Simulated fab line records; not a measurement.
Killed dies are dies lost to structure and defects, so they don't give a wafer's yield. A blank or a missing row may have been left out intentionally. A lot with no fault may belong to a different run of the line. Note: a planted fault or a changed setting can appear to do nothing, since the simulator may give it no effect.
Chamber matching    flow n5_finfet    N5_BEOL_M0_SAQP_ETCH_84 on rie_diel-03: 4 sister chambers
The step etches SOC in N2/H2, target depth 100 nm, overetch 20 nm, time 150 s. 8 wafers are shown with their chamber, then 12 later ones without.

== WAFERS, EACH WITH ITS CHAMBER ==
wafer   chamber  drypump_motor_current_A (A)  throttle_valve_pct (%)
L086.4  3        5.9                          18.52
L087.3  3        5.9                          18.54
L089.2  0        5.9                          18.07
L089.5  0        5.9                          18.05
L089.6  1        6.5                          18.19
L090.4  2        5.6                          18.15
L090.5  2        5.7                          18.14
L090.6  1        6.4                          18.18

== WAFERS WITH NO CHAMBER GIVEN ==
wafer   drypump_motor_current_A (A)  throttle_valve_pct (%)
L092.1  5.9                          18.56
L092.2  5.6                          18.15
L092.5  5.9                          18.53
L094.2  5.7                          18.16
L094.3  6.4                          18.21
L094.4  5.9                          18.56
L095.4  5.9                          18.56
L095.5  5.9                          18.06
L095.6  5.9                          18.55
L096.1  5.9                          18.07
L096.3  6.4                          18.22
L096.5  5.9                          18.07

== EACH ONE'S CHAMBER ==
wafer   from the rows above  in truth
L092.1  3                    3
L092.2  2                    2
L092.5  3                    3
L094.2  2                    2
L094.3  1                    1
L094.4  3                    3
L095.4  3                    3
L095.5  0                    0
L095.6  3                    3
L096.1  0                    0
L096.3  1                    1
L096.5  0                    0
Correctly placed: 12 of 12. Number that these rows cannot place: 0. 0 placed wrongly.
How it was worked out, from the rows above alone: a wafer's distance from a chamber is the root of the sum, over the readings, of the square of ((its reading less the chamber's mean) divided by the reading's scatter). The wafer belongs to the nearest chamber; if the next one is less than 2 further off, it can't be placed. Each chamber's mean is taken over the wafers shown for it. The scatter is the square root of a quotient: the sum, over the shown wafers, of each reading's squared deviation from its chamber's mean, divided by wafers minus chambers.
